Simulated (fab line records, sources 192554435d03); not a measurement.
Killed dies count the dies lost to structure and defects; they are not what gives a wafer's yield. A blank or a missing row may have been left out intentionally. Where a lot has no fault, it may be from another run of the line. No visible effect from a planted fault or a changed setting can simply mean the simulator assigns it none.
Matching of chambers + flow n5_finfet + N5_BEOL_M14_STRIP_37 on rie_diel-03 has 4 sister chambers
The step strips in O2. 8 wafers are shown with their chamber, then 7 later ones without.

WAFERS PAIRED WITH THEIR CHAMBERS
| wafer  | chamber | drypump_motor_current_A (A) | throttle_valve_pct (%) |
|--------|---------|-----------------------------|------------------------|
| L076.5 | 2       | 5.6                         | 16.90                  |
| L083.5 | 2       | 5.6                         | 16.93                  |
| L084.1 | 0       | 6.0                         | 16.68                  |
| L090.1 | 3       | 5.1                         | 16.50                  |
| L090.4 | 1       | 5.8                         | 16.44                  |
| L090.5 | 0       | 6.0                         | 16.71                  |
| L089.1 | 3       | 5.0                         | 16.52                  |
| L089.4 | 1       | 5.8                         | 16.47                  |

WAFERS WITHOUT THEIR CHAMBER
| wafer  | drypump_motor_current_A (A) | throttle_valve_pct (%) |
|--------|-----------------------------|------------------------|
| L089.6 | 5.8                         | 16.46                  |
| L091.1 | 5.1                         | 16.53                  |
| L091.4 | 5.7                         | 16.96                  |
| L091.5 | 5.1                         | 16.54                  |
| L094.1 | 6.0                         | 16.66                  |
| L094.5 | 5.7                         | 16.95                  |
| L094.6 | 5.1                         | 16.56                  |

WHICH CHAMBER EACH ONE RAN IN
| wafer  | from the rows above | in truth |
|--------|---------------------|----------|
| L089.6 | 1                   | 1        |
| L091.1 | 3                   | 3        |
| L091.4 | 2                   | 2        |
| L091.5 | 3                   | 3        |
| L094.1 | 0                   | 0        |
| L094.5 | 2                   | 2        |
| L094.6 | 3                   | 3        |
Placed correctly: 7 of 7. Can't be placed from these rows: 0. Placed wrongly: 0.
How it was worked out, from the rows above alone: a wafer's distance from a chamber is the root of the sum, over the readings, of the square of ((its reading less the chamber's mean) divided by the reading's scatter). The wafer belongs to the nearest chamber; if the next one is less than 2 further off, it can't be placed. Each chamber's mean is taken over the wafers shown for it. The scatter: take each reading less its chamber's mean, square it, sum over the shown wafers, divide by the number of wafers less the number of chambers, and take the root.
